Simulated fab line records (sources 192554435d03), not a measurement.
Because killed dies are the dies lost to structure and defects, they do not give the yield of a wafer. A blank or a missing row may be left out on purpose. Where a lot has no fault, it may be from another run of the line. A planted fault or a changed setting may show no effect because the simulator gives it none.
Lot-split experiment || flow n5-finfet || 7 lots, 21 wafers read, on a route of 1938 steps

== ON THE SPLIT ==
At N5_BEOL_M2_ALD_98 (deposits SiO2, target thk 2.5 nm, pulse time 1 s, co reactant pulse time 1 s), the setting ald-cycles was moved away from the recipe's 17 on 6 of the 21 wafers read, by +5.9% to +17.6%. The other wafers ran this setting at the recipe's value.

The reading comes from the split's own step.

== THE READING ==
SiO2_of_BEOL_M2_ALD_98.thk-nm (the simulator's own value, which no gauge read), in nm, at N5_BEOL_M2_ALD_98 (deposits SiO2, target thk 2.5 nm, pulse time 1 s, co reactant pulse time 1 s). The file does not state a usual value for it. The 15 wafers here that ran the recipe average 2.4 nm, standard deviation 0.08 nm.

{"wafer": "L076.1", "tool, chamber at the split": "ald-sin-03, 3,2,3", "ald-cycles as run": 20, "against the recipe": "+17.6%", "SiO2_of_BEOL_M2_ALD_98.thk-nm, nm": 3, "against lot-mates on the recipe": "no lot-mate on the recipe"}
{"wafer": "L076.4", "tool, chamber at the split": "ald-sin-03, 3,2,3", "ald-cycles as run": 20, "against the recipe": "+17.6%", "SiO2_of_BEOL_M2_ALD_98.thk-nm, nm": 3, "against lot-mates on the recipe": "no lot-mate on the recipe"}
{"wafer": "L076.6", "tool, chamber at the split": "ald-sin-03, 3,2,3", "ald-cycles as run": 20, "against the recipe": "+17.6%", "SiO2_of_BEOL_M2_ALD_98.thk-nm, nm": 3, "against lot-mates on the recipe": "no lot-mate on the recipe"}
{"wafer": "L081.1", "tool, chamber at the split": "ald-sin-02, 0", "ald-cycles as run": 18, "against the recipe": "+5.9%", "SiO2_of_BEOL_M2_ALD_98.thk-nm, nm": 2.6, "against lot-mates on the recipe": "+0.2"}
{"wafer": "L081.2", "tool, chamber at the split": "ald-sin-02, 2,1", "ald-cycles as run": 17, "against the recipe": "recipe", "SiO2_of_BEOL_M2_ALD_98.thk-nm, nm": 2.4, "against lot-mates on the recipe": "-"}
{"wafer": "L081.3", "tool, chamber at the split": "ald-sin-02, 2,1", "ald-cycles as run": 17, "against the recipe": "recipe", "SiO2_of_BEOL_M2_ALD_98.thk-nm, nm": 2.4, "against lot-mates on the recipe": "-"}
{"wafer": "L083.1", "tool, chamber at the split": "ald-sin-02, 1,3,0", "ald-cycles as run": 17, "against the recipe": "recipe", "SiO2_of_BEOL_M2_ALD_98.thk-nm, nm": 2.4, "against lot-mates on the recipe": "-"}
{"wafer": "L083.4", "tool, chamber at the split": "ald-sin-02, 1,3,0", "ald-cycles as run": 17, "against the recipe": "recipe", "SiO2_of_BEOL_M2_ALD_98.thk-nm, nm": 2.4, "against lot-mates on the recipe": "-"}
{"wafer": "L083.5", "tool, chamber at the split": "ald-sin-02, 1,3,0", "ald-cycles as run": 17, "against the recipe": "recipe", "SiO2_of_BEOL_M2_ALD_98.thk-nm, nm": 2.4, "against lot-mates on the recipe": "-"}
{"wafer": "L088.1", "tool, chamber at the split": "ald-sin-02, 1,2,3", "ald-cycles as run": 17, "against the recipe": "recipe", "SiO2_of_BEOL_M2_ALD_98.thk-nm, nm": 2.6, "against lot-mates on the recipe": "-"}
{"wafer": "L088.2", "tool, chamber at the split": "ald-sin-02, 1,2,3", "ald-cycles as run": 17, "against the recipe": "recipe", "SiO2_of_BEOL_M2_ALD_98.thk-nm, nm": 2.6, "against lot-mates on the recipe": "-"}
{"wafer": "L088.3", "tool, chamber at the split": "ald-sin-02, 1,2,3", "ald-cycles as run": 17, "against the recipe": "recipe", "SiO2_of_BEOL_M2_ALD_98.thk-nm, nm": 2.6, "against lot-mates on the recipe": "-"}
{"wafer": "L089.3", "tool, chamber at the split": "ald-sin-01, 2", "ald-cycles as run": 17, "against the recipe": "recipe", "SiO2_of_BEOL_M2_ALD_98.thk-nm, nm": 2.4, "against lot-mates on the recipe": "-"}
{"wafer": "L089.4", "tool, chamber at the split": "ald-sin-01, 1,0", "ald-cycles as run": 20, "against the recipe": "+17.6%", "SiO2_of_BEOL_M2_ALD_98.thk-nm, nm": 3, "against lot-mates on the recipe": "+0.6"}
{"wafer": "L089.6", "tool, chamber at the split": "ald-sin-01, 1,0", "ald-cycles as run": 20, "against the recipe": "+17.6%", "SiO2_of_BEOL_M2_ALD_98.thk-nm, nm": 3, "against lot-mates on the recipe": "+0.6"}
{"wafer": "L096.1", "tool, chamber at the split": "ald-sin-03, 1,3,2", "ald-cycles as run": 17, "against the recipe": "recipe", "SiO2_of_BEOL_M2_ALD_98.thk-nm, nm": 2.4, "against lot-mates on the recipe": "-"}
{"wafer": "L096.4", "tool, chamber at the split": "ald-sin-03, 1,3,2", "ald-cycles as run": 17, "against the recipe": "recipe", "SiO2_of_BEOL_M2_ALD_98.thk-nm, nm": 2.4, "against lot-mates on the recipe": "-"}
{"wafer": "L096.6", "tool, chamber at the split": "ald-sin-03, 1,3,2", "ald-cycles as run": 17, "against the recipe": "recipe", "SiO2_of_BEOL_M2_ALD_98.thk-nm, nm": 2.4, "against lot-mates on the recipe": "-"}
{"wafer": "L097.3", "tool, chamber at the split": "ald-sin-01, 1,3,3", "ald-cycles as run": 17, "against the recipe": "recipe", "SiO2_of_BEOL_M2_ALD_98.thk-nm, nm": 2.4, "against lot-mates on the recipe": "-"}
{"wafer": "L097.4", "tool, chamber at the split": "ald-sin-01, 1,3,3", "ald-cycles as run": 17, "against the recipe": "recipe", "SiO2_of_BEOL_M2_ALD_98.thk-nm, nm": 2.4, "against lot-mates on the recipe": "-"}
{"wafer": "L097.6", "tool, chamber at the split": "ald-sin-01, 1,3,3", "ald-cycles as run": 17, "against the recipe": "recipe", "SiO2_of_BEOL_M2_ALD_98.thk-nm, nm": 2.4, "against lot-mates on the recipe": "-"}
When a row names more than one chamber, that row covers several wafers, and the file does not tell which wafer ran in which chamber.

FIT RESULTS
A straight line over all 21 wafers: SiO2_of_BEOL_M2_ALD_98.thk-nm changes by +0.0317 nm for each +1% of ald-cycles; r = +0.96; the points scatter about the line by 0.071 nm.
The same after taking each lot's own level away (the mean of its wafers on the recipe; 18 wafers): +0.034 nm for each +1%; r = +1.00; scatter 0 nm.
On that fit, the largest move of ald-cycles shifts the reading by 0.6 nm.
Across the lots, their own levels run from 2.40 to 2.60 nm, a range of 2.5 times the standard deviation given above.
So the lot-to-lot level changes the slope little: the two slopes agree.
Check: with one of the wafers moved furthest among these (+17.6%) left out of the fit, the line predicts +0.6 nm for it against its lot-mates. It came out at +0.6 nm against them.

== OTHER SPLITS ON THESE WAFERS ==
Note: prior to the reading, these wafers also went through further splits. Each is held against what the fit with the lots' levels taken away leaves over:
{"other split on the same wafers": "N5_MOL_CONTACT_COAG_COAT_64 spin-rpm", "wafers away from the commonest value": 8, "r with SiO2_of_BEOL_M2_ALD_98.thk-nm (lot level and that fit taken away)": -0.02}
{"other split on the same wafers": "N5_BEOL_M0_SAQP_PECVD_03 time-s", "wafers away from the commonest value": 5, "r with SiO2_of_BEOL_M2_ALD_98.thk-nm (lot level and that fit taken away)": -0.37}
{"other split on the same wafers": "N5_BEOL_M0_SAQP_EXPOSE_11 dose-mj", "wafers away from the commonest value": 5, "r with SiO2_of_BEOL_M2_ALD_98.thk-nm (lot level and that fit taken away)": "+0.29"}
{"other split on the same wafers": "N5_BEOL_M0_ETCH_109 bias-w", "wafers away from the commonest value": 9, "r with SiO2_of_BEOL_M2_ALD_98.thk-nm (lot level and that fit taken away)": -0.22}
{"other split on the same wafers": "N5_BEOL_M1_COAT_62 spin-rpm", "wafers away from the commonest value": 6, "r with SiO2_of_BEOL_M2_ALD_98.thk-nm (lot level and that fit taken away)": "+0.09"}
{"other split on the same wafers": "N5_BEOL_M1_COAT_73 spin-rpm", "wafers away from the commonest value": 7, "r with SiO2_of_BEOL_M2_ALD_98.thk-nm (lot level and that fit taken away)": "+0.08"}

== FILE'S OWN FIT ==
SiO2_of_BEOL_M2_ALD_98.thk-nm changes by +0.034 nm for each +1% of ald-cycles, r = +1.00.
